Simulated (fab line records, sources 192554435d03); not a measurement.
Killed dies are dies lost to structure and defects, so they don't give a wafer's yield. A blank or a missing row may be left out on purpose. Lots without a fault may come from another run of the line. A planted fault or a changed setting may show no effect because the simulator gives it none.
Problem report in the 8D (eight disciplines) form, filled by code | flow n5_finfet | the parts of the form that need people (team, actions taken, sign-off) are left out

1. THE PROBLEM
killed_at_contacts at N5_PASSIVATION_PROBE_49 reads a mean of 559 on 6 wafers of 2 lots; wafers without a fault read 12 with a standard deviation of 6.5. That is +84 standard deviations from the usual mean.
First seen on wafer L782.2, day 16 10:56, on prober-02. The record holds 27 wafers of 9 lots with a number at this step. Rule for "out", or "out of limits": more than 4 standard deviations from the usual mean. The other wafers with a number count as sound.

2. WHAT IT IS AND WHAT IT IS NOT
question                    | is                                                                                                      | is not
which readings at this step | killed_at_contacts, defect_limited_yield, killed_dies, sort_bin_5_function, sort_n_pass, sort_yield_pct | killed_at_M0_to_M3, killed_at_M4_up, killed_at_front_end, killed_open, sort_bin_6_memory
which lots                  | L782, L783                                                                                              | L774, L776, L786, L787, L788, L789, L791
which wafers of those lots  | all that have a number                                                                                  | -
read on which tools         | prober-02                                                                                               | prober-01
when                        | from day 16 10:56                                                                                       | up to then (6 sound wafers); but 15 sound wafers of L786, L787, L788, L789, L791 came after

3. SUSPECTS, AND WHAT RULES EACH OUT
Counting: a tool at a process step up to the reading stays a suspect if it ran every lot that is out and no sound lot after the first of them.
- ald_metal-04 at N5_MOL_CONTACT_COAG_ALD_20 (deposits TiN, target thk 1.5 nm, pulse time 1 s, purge time 3 s): ruled out as a lasting fault. Sound lots L788, L789, L791 ran on it after its first lot that is out, L782 (day 8 07:52).
- prober-02 at N5_PASSIVATION_PROBE_49: ruled out as a lasting fault. Sound lots L786, L788 ran on it after its first lot that is out, L782 (day 16 10:56).
Left after counting: nothing in the record.

4. THE CAUSE (what the simulator had put in)
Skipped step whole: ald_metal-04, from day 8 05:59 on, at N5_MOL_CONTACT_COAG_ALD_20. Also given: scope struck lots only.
Counting ruled it out, wrongly: the rule takes a fault to strike every lot that its tool runs from its start on, and this one did not.

5. THE CHAIN OF EFFECTS, in route order
Each row: a reading whose mean over the struck wafers that have a number lies more than 3 standard deviations from the usual. Only readings for which the record gives a usual standard deviation are gone through. hours: the time from each lot's start at the first step in this table that gives one to its start at this step, as a median over the lots. sigmas: the change in usual standard deviations.
hours | step                    | reading              | usual  | on struck wafers | change | sigmas
0     | N5_PASSIVATION_PROBE_49 | defect_limited_yield | 91.2 % | 45.3             | -45.9  | -33
0     | N5_PASSIVATION_PROBE_49 | killed_at_contacts   | 12     | 559              | +547   | +84
0     | N5_PASSIVATION_PROBE_49 | killed_dies          | 104    | 646              | +542   | +34
0     | N5_PASSIVATION_PROBE_49 | killed_on_rim        | 14     | 106              | +92    | +24
0     | N5_PASSIVATION_PROBE_49 | sort_bin_5_function  | 5.1 %  | 51.2             | +46.1  | +51
0     | N5_PASSIVATION_PROBE_49 | sort_n_pass          | 1076   | 534              | -542   | -34
0     | N5_PASSIVATION_PROBE_49 | sort_yield_pct       | 91.2 % | 45.3             | -45.9  | -33
The process steps in it:
- N5_PASSIVATION_PROBE_49
Readings that are blank on the struck wafers while sound wafers have them: chamber_pressure_Torr at N5_MOL_CONTACT_COAG_ALD_20; heater_power_w at N5_MOL_CONTACT_COAG_ALD_20; precursor_pulse_height_rel at N5_MOL_CONTACT_COAG_ALD_20.

6. WHAT WOULD HAVE CAUGHT IT SOONER
In this record the first reading out of limits was taken at day 16 10:56, 197 hours after the fault began at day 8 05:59.
At N5_MOL_CONTACT_COAG_ALD_20 the tool's readings are blank on the struck wafers, where sound wafers have them: an empty tool record is the first sign, and it was there at once.
